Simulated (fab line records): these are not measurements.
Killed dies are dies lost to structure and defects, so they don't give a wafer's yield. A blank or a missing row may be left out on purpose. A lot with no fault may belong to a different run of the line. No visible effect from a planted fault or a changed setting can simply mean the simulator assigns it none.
fab line records	flow n5-finfet
record lots=10	wafers=30	last-day=19
route steps=1938 shown START@1 ZERO_LAYER@19 WELL_APT@28 PMOS_HMC_CHANNEL_EPI@69 BEOL_M4@1111 PASSIVATION@1936
lots with no fault: from the same line, run without faults
start-h: the number of hours between the record's first day and the start of the first shown wafer of the lot	wait-h: hours elapsed since this lot's preceding step	" the same as in the row above	L1.1+2: several wafers, shown together as one row	- no value, or no start was given	* or withheld: withheld	< > ~ a bound
route shown NAME@n: names a module that has steps shown in the file, with the first one's number in the route	usual: mean/standard deviation taken from wafers without a fault	same: alike in all rows	chamber/n: place in a boat	sites: each site's reading	_std_site: the standard deviation of these	_edge_site: mean of outer sites minus mean of inner sites	radius-mm: how far each site lies from the wafer's centre	mask NAME#n: copy n	behind: the tool/chamber that last shaped the wafer	hold: why the lot went on hold/how many hours it stayed there/how the hold came to an end	device: transistor that didn't switch, given as n, p or np	end of line: the tests these same wafers got at the end of their route	a step with no rows: only its recipe	killed: not the wafer's yield, but the dies lost to structure and defects at the first sort	map: shows each die of a wafer: x if killed, . if not, _ if none is there
set.NAME: setting as actually run; set.NAME@STEP: the setting as run at that earlier step	model.NAME: the simulator's own value behind a step, which no gauge read
the route's steps for a sample of lots (tables are steps, rows are wafers)
services: a tool's chamber out of use, with start hour (start-h, from the record's first day; less than 0 if before it), hours out, and reason
## steps
# step N5_START_INSPECT_01
# recipe inspect-instrument=unpatterned-scan	mode=incoming
# usual raw-defect-count=5.6/2.3
lot.wafer	tool	chamber	start-h	wait-h	raw-defect-count
L434.1	defect-inspect-01	-	12.03	-	9
L434.4	"	-	"	"	3
L434.6	"	-	"	"	4
L435.1	defect-inspect-02	-	18.03	-	4
L435.2	"	-	"	"	5
L435.6	"	-	"	"	6
L437.4	defect-inspect-01	-	30.04	-	6
L437.5	"	-	"	"	9
L437.6	"	-	"	"	6
L438.2	defect-inspect-01	-	36.03	-	1
L438.3	"	-	"	"	4
L438.6	"	-	"	"	5
L439.1	defect-inspect-02	-	42.03	-	13
L439.4	"	-	"	"	3
L439.6	"	-	"	"	7
L442.1	defect-inspect-02	-	60.03	-	7
L442.3	"	-	"	"	4
L442.4	"	-	"	"	8
L443.2	defect-inspect-01	-	66.03	-	6
L443.3	"	-	"	"	4
L443.6	"	-	"	"	11
L449.2	defect-inspect-01	-	102.03	-	3
L449.3	"	-	"	"	8
L449.5	"	-	"	"	3
L452.1	defect-inspect-01	-	120.03	-	7
L452.2	"	-	"	"	6
L452.4	"	-	"	"	4
L457.1	defect-inspect-02	-	150.03	-	6
L457.5	"	-	"	"	2
L457.6	"	-	"	"	5
# step N5_ZERO_LAYER_INSPECT_20
# recipe inspect-instrument=darkfield	mode=post-clean
# usual raw-defect-count=35/19
lot.wafer	tool	chamber	start-h	wait-h	raw-defect-count
L434.1	defect-inspect-01	-	13.25	0.0	56
L434.4	"	-	"	"	31
L434.6	"	-	"	"	58
L435.1	defect-inspect-02	-	19.26	0.0	13
L435.2	"	-	"	"	12
L435.6	"	-	"	"	48
L437.4	defect-inspect-02	-	31.28	0.0	35
L437.5	"	-	"	"	41
L437.6	"	-	"	"	44
L438.2	defect-inspect-01	-	37.51	0.0	30
L438.3	"	-	"	"	37
L438.6	"	-	"	"	31
L439.1	defect-inspect-02	-	43.40	0.0	53
L439.4	"	-	"	"	48
L439.6	"	-	"	"	43
L442.1	defect-inspect-02	-	61.25	0.0	79
L442.3	"	-	"	"	78
L442.4	"	-	"	"	71
L443.2	defect-inspect-02	-	67.26	0.0	31
L443.3	"	-	"	"	27
L443.6	"	-	"	"	15
L449.2	defect-inspect-02	-	103.37	0.0	21
L449.3	"	-	"	"	23
L449.5	"	-	"	"	12
L452.1	defect-inspect-01	-	122.27	0.0	20
L452.2	"	-	"	"	21
L452.4	"	-	"	"	13
L457.1	defect-inspect-01	-	151.26	0.0	14
L457.5	"	-	"	"	10
L457.6	"	-	"	"	10
# step N5_WELL_APT_CD_MEAS_08
# recipe target-cd-nm=200	landing-energy-ev=500	detector=se-inlens
# usual cd-nm=200.5/1.6
lot.wafer	tool	chamber	start-h	wait-h	cd-nm
L434.1	cd-sem-01	0	13.68	-	199.6
L434.4	"	0	"	"	199.2
L434.6	"	0	"	"	199.2
L435.1	cd-sem-03	0	19.68	-	200.7
L435.2	"	0	"	"	199.5
L435.6	"	0	"	"	199.5
L437.4	cd-sem-01	0	31.59	-	202.7
L437.5	"	0	"	"	201.4
L437.6	"	0	"	"	201.9
L438.2	cd-sem-01	0	37.94	-	201.2
L438.3	"	0	"	"	200.8
L438.6	"	0	"	"	202.7
L439.1	cd-sem-02	0	43.71	-	201.2
L439.4	"	0	"	"	201.1
L439.6	"	0	"	"	200.3
L442.1	cd-sem-03	0	61.56	-	201.2
L442.3	"	0	"	"	200.7
L442.4	"	0	"	"	202.8
L443.2	cd-sem-01	0	67.57	-	199.8
L443.3	"	0	"	"	199.3
L443.6	"	0	"	"	196.4
L449.2	cd-sem-01	0	103.80	-	198.3
L449.3	"	0	"	"	199.1
L449.5	"	0	"	"	198.7
L452.1	cd-sem-03	0	122.70	-	199.7
L452.2	"	0	"	"	199.5
L452.4	"	0	"	"	200.3
L457.1	cd-sem-03	0	151.56	-	199.3
L457.5	"	0	"	"	200.6
L457.6	"	0	"	"	201.7
# step N5_PMOS_HMC_CHANNEL_EPI_ETCH_32
# recipe chemistry=N2/H2	target=BARC	stop-on=SiO2	target-depth-a=858	over-etch-frac=0.3	time-s=50.3	ion-energy-ev=200	mask-material=CAR-ArF-block	pressure-mtorr=30	source-w=840	bias-w=150	n2-flow-sccm=200	h2-flow-sccm=200
# usual bias-w=149.9/0.42	drypump-motor-current-A=5.6/0.35	h2-flow-sccm=200.0/0.57	oes-product-au=0.64/0.045	rf-vpp-V=523.2/2.3	showerhead-plenum-p-Torr=2.52/0.08	throttle-valve-pct=17.93/0.2
lot.wafer	tool	chamber	start-h	wait-h	bias-w	drypump-motor-current-A	h2-flow-sccm	oes-product-au	rf-hours-counter-h	rf-vpp-V	showerhead-plenum-p-Torr	throttle-valve-pct
L434.1	rie-diel-02	3	17.25	0.0	150.1	5.7	200.2	0.65	164	523.5	2.53	18.12
L434.4	"	1	"	"	149.8	6.0	199.5	0.66	130	521.9	2.45	17.59
L434.6	"	3	"	"	149.7	5.7	200.9	0.65	-	523.9	2.53	18.10
L435.1	rie-diel-04	3	23.28	0.0	149.1	5.7	199.7	0.60	194	523.3	2.53	18.06
L435.2	"	2	"	"	149.6	5.2	200.7	0.66	120	527.0	2.68	18.05
L435.6	"	2	"	"	149.6	5.2	199.0	0.67	-	527.0	2.68	18.02
L437.4	rie-diel-04	3	35.92	0.0	149.8	5.7	199.9	0.61	197	523.8	2.52	18.05
L437.5	"	1	"	"	149.6	6.3	199.5	0.62	-	520.1	2.43	18.12
L437.6	"	2	"	"	150.3	5.3	200.0	0.66	-	527.8	2.68	18.06
L438.2	rie-diel-04	2	41.54	0.0	149.4	5.2	199.9	0.66	124	527.0	2.68	18.06
L438.3	"	3	"	"	150.4	5.7	200.1	0.60	197	523.1	2.52	18.08
L438.6	"	1	"	"	150.1	6.3	200.2	0.61	-	520.2	2.43	18.12
L439.1	rie-diel-06	2	47.76	0.0	149.4	5.3	200.1	0.63	169	527.1	2.65	17.94
L439.4	"	0	"	"	149.8	4.9	199.1	0.59	244	521.3	2.51	17.91
L439.6	"	2	"	"	149.9	5.2	200.0	0.64	-	526.3	2.65	17.93
L442.1	rie-diel-02	2	65.89	0.0	150.1	5.5	199.7	0.63	193	523.6	2.53	17.74
L442.3	"	3	"	"	149.0	5.7	200.2	0.63	179	523.8	2.53	18.15
L442.4	"	1	"	"	149.7	6.0	200.5	0.65	144	522.4	2.45	17.64
L443.2	rie-diel-02	0	71.35	0.0	150.0	5.5	199.8	0.63	215	525.4	2.61	18.02
L443.3	"	2	"	"	149.8	5.5	199.4	0.64	195	522.0	2.53	17.78
L443.6	"	2	"	"	149.8	5.5	199.6	0.64	-	522.8	2.53	17.77
L449.2	rie-diel-02	2	108.16	0.0	150.3	5.5	200.6	0.63	206	523.8	2.52	17.78
L449.3	"	3	"	"	143.7	5.7	200.0	0.63	192	509.7	2.52	18.16
L449.5	"	1	"	"	150.3	6.1	199.5	0.63	-	522.4	2.44	17.63
L452.1	rie-diel-02	2	126.60	0.0	150.5	5.5	199.9	0.63	212	523.1	2.52	17.79
L452.2	"	1	"	"	149.5	6.0	199.6	0.62	164	520.3	2.44	17.65
L452.4	"	3	"	"	143.6	5.7	201.4	0.62	199	510.6	2.52	18.16
L457.1	rie-diel-04	2	156.22	0.0	149.9	5.2	199.7	0.64	154	527.1	2.67	18.11
L457.5	"	2	"	"	149.9	5.2	200.2	0.64	-	526.6	2.67	18.11
L457.6	"	1	"	"	149.3	6.3	201.1	0.60	-	519.4	2.41	18.17
# step N5_BEOL_M4_RC_MEAS_101
# usual DIBL_N=36.0/1.7	DIBL_P=36.2/1.9	IOFF_N=0.154/0.028	IOFF_P=0.21/0.036	ION_N=675/11	ION_P=463/8.3	SS_N=71.4/0.63	SS_P=73.2/0.55	VT_N=250.2/3	VT_P=-251/3.7
lot.wafer	tool	chamber	start-h	wait-h	DIBL_N[mV/V]	DIBL_P[mV/V]	IOFF_N[nA/um]	IOFF_P[nA/um]	ION_N[uA/um]	ION_P[uA/um]	SS_N[mV/dec]	SS_P[mV/dec]	VT_N[mV]	VT_P[mV]
L434.1	prober-02	0	192.80	0.0	37.5	37.4	0.178	0.29	673	469	71.7	73.6	248.0	-242
L434.4	"	0	"	"	34.2	33.4	0.133	0.23	672	475	70.0	73.3	251.1	-245
L434.6	"	0	"	"	36.4	35.8	0.157	0.26	666	468	71.2	73.5	253.0	-243
L435.1	prober-01	0	197.44	0.0	35.0	33.2	0.116	0.17	670	455	71.2	73.0	252.2	-252
L435.2	"	0	"	"	38.3	38.5	0.186	0.26	688	474	72.9	73.9	245.6	-247
L435.6	"	0	"	"	39.0	38.7	0.196	0.26	700	477	72.4	73.9	245.2	-246
L438.2	prober-02	0	239.69	0.2	37.7	38.6	0.180	0.23	685	477	71.5	73.7	249.5	-247
L438.3	"	0	"	"	38.0	38.8	0.185	0.23	679	467	72.4	73.4	246.9	-248
L438.6	"	0	"	"	34.4	34.9	0.128	0.17	671	462	71.1	72.3	252.7	-250
L437.4	prober-02	0	244.44	0.5	32.7	32.2	0.103	0.16	668	463	70.7	72.2	255.7	-256
L437.5	"	0	"	"	35.9	34.8	0.140	0.19	672	457	70.7	73.0	251.5	-255
L437.6	"	0	"	"	36.7	36.0	0.152	0.20	678	458	70.6	73.6	250.0	-251
L439.1	prober-01	0	262.57	0.0	38.5	40.8	0.191	0.23	689	469	71.7	73.7	247.8	-248
L439.4	"	0	"	"	34.9	36.2	0.124	0.17	654	455	71.2	73.0	255.7	-254
L439.6	"	0	"	"	37.2	39.1	0.178	0.20	700	465	71.2	74.1	246.3	-252
L442.1	prober-01	0	276.31	0.0	32.5	32.9	0.102	0.15	657	452	70.8	71.7	255.7	-254
L442.3	"	0	"	"	35.8	37.7	0.158	0.21	673	465	71.1	73.0	249.3	-248
L442.4	"	0	"	"	33.1	34.8	0.113	0.17	662	463	70.6	72.3	252.1	-254
L443.2	prober-02	0	282.07	0.2	35.3	34.8	0.139	0.19	680	463	71.2	73.5	248.6	-253
L443.3	"	0	"	"	37.6	36.5	0.168	0.21	674	459	72.3	73.3	250.2	-250
L443.6	"	0	"	"	35.9	35.5	0.142	0.19	670	453	71.2	73.5	251.0	-254
L449.2	prober-02	0	310.04	0.2	35.8	34.7	0.133	0.21	668	463	70.8	73.0	252.7	-247
L449.3	"	0	"	"	36.9	37.0	0.160	0.25	669	465	71.2	73.9	245.8	-246
L449.5	"	0	"	"	35.5	34.6	0.142	0.22	665	466	70.7	72.5	247.8	-248
L452.1	prober-02	0	339.42	0.0	37.2	37.0	0.177	0.23	681	468	71.8	73.7	250.5	-249
L452.2	"	0	"	"	39.3	38.5	0.221	0.26	682	466	72.9	73.6	246.6	-246
L452.4	"	0	"	"	36.8	36.7	0.175	0.24	687	474	70.9	74.0	247.1	-248
L457.1	prober-02	0	347.04	0.0	36.1	36.9	0.145	0.21	660	455	71.4	73.0	253.2	-253
L457.5	"	0	"	"	35.9	34.8	0.148	0.19	662	456	71.4	72.7	252.0	-252
L457.6	"	0	"	"	37.9	39.6	0.192	0.25	697	471	72.3	73.9	247.7	-249
# step N5_PASSIVATION_PROBE_49
# usual defect-limited-yield=90.9/1.4	killed_at_M0_to_M3=38/11	killed_at_M4_up=13/5.9	killed-at-contacts=14/6.4	killed-at-front-end=38/11	killed-at-other=3.3/2.5	killed-dies=107/16	killed-open=70/12	killed-short=35/7.7	sort_bin_5_function=5.3/0.94	sort_bin_6_memory=3.5/0.7	sort_bin_8_speed=0.00/0.007	sort-n-pass=1073/16	sort-yield-pct=90.9/1.4
# same gross-dies=1180	killed-at-back-side=0	sort_bin_4_leakage[%]=0
lot.wafer	tool	chamber	start-h	wait-h	defect-limited-yield[%]	killed_at_M0_to_M3	killed_at_M4_up	killed-at-contacts	killed-at-front-end	killed-at-other	killed-dies	killed-open	killed-short	sort_bin_5_function[%]	sort_bin_6_memory[%]	sort_bin_8_speed[%]	sort-n-pass	sort-yield-pct[%]
L443.2	prober-02	-	395.85	0.1	90.7	40	16	14	38	2	110	79	31	5.7	3.4	0	1070	90.7
L443.3	prober-02	-	395.90	0.1	91.9	30	25	10	25	5	95	76	19	4.7	3.2	0	1085	91.9
L443.6	prober-02	-	396.05	0.3	89.7	38	28	15	37	4	122	91	31	5.5	4.6	0	1058	89.7
# killed by level:class
L443.2 FIN_SAQP:geometric-particle:open=11 MOL_CONTACT_COAG:geometric-particle:open=11 BEOL_M1:geometric-particle:open=11 BEOL_M4:geometric-particle:open=10 FIN_SAQP:geometric-particle:short=7 DUMMY_GATE:geometric-particle:open=7 BEOL_M0_SAQP:geometric-particle:open=7 BEOL_M3:geometric-particle:open=7
L443.3 BEOL_M4:geometric-particle:open=15 BEOL_M1:geometric-particle:open=9 FIN_SAQP:geometric-particle:open=8 MOL_CONTACT_COAG:geometric-particle:open=7 BEOL_M3:geometric-particle:open=6 BEOL_M2:geometric-particle:open=5 STI_FIN_REVEAL:geometric-particle:open=4 GATE_CUT:geometric-particle:short=3
L443.6 BEOL_M4:geometric-particle:open=18 BEOL_M0_SAQP:geometric-particle:open=14 MOL_CONTACT_COAG:geometric-particle:open=11 FIN_SAQP:geometric-particle:open=9 BEOL_M0_SAQP:geometric-particle:short=8 FIN_SAQP:geometric-particle:short=7 DUMMY_GATE:geometric-particle:open=6 BEOL_M5:geometric-particle:open=6
## services
tool	chamber	start-h	hours	kind
rie-diel-02	-	11.09	0.5	repair
rie-diel-02	3	35.64	4.0	repair
rie-diel-02	-	70.01	0.2	repair
rie-diel-06	0	79.63	-	clean
rie-diel-06	0	79.63	-	consumable-replace:focus-ring
rie-diel-06	0	79.63	16.9	scheduled-down
rie-diel-06	0	79.63	16.9	vent-cycle
rie-diel-04	0	87.25	-	clean
rie-diel-04	0	87.25	-	consumable-replace:focus-ring
rie-diel-04	0	87.25	21.7	scheduled-down
rie-diel-04	0	87.25	21.7	vent-cycle
rie-diel-06	0	104.78	5.5	repair
rie-diel-04	-	116.06	28.1	pm
rie-diel-02	1	154.13	5.4	repair
## key
first-sign step=N5_PMOS_HMC_CHANNEL_EPI_ETCH_32	reading=bias-w	direction=down	sigmas=15	usual=*	struck=*
effect step=N5_PMOS_HMC_CHANNEL_EPI_ETCH_32	reading=rf-vpp-V	direction=down	sigmas=5.7	usual=523.2	struck=510.1
met-at N5_PMOS_HMC_CHANNEL_EPI_ETCH_32
struck-lots L449,L452
struck-wafers L449.3,L452.4
not-acting-at N5_START_INSPECT_01,N5_ZERO_LAYER_INSPECT_20,N5_WELL_APT_CD_MEAS_08
onset-between 65.89 108.16
fault kind=process-parameter-drift	tool=rie-diel-02	chamber=3	onset-h=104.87	steps=N5_PMOS_HMC_CHANNEL_EPI_ETCH_32	channel=bias-w	offset=*	shape=step	end-h=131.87	acts-in=*	stated=*
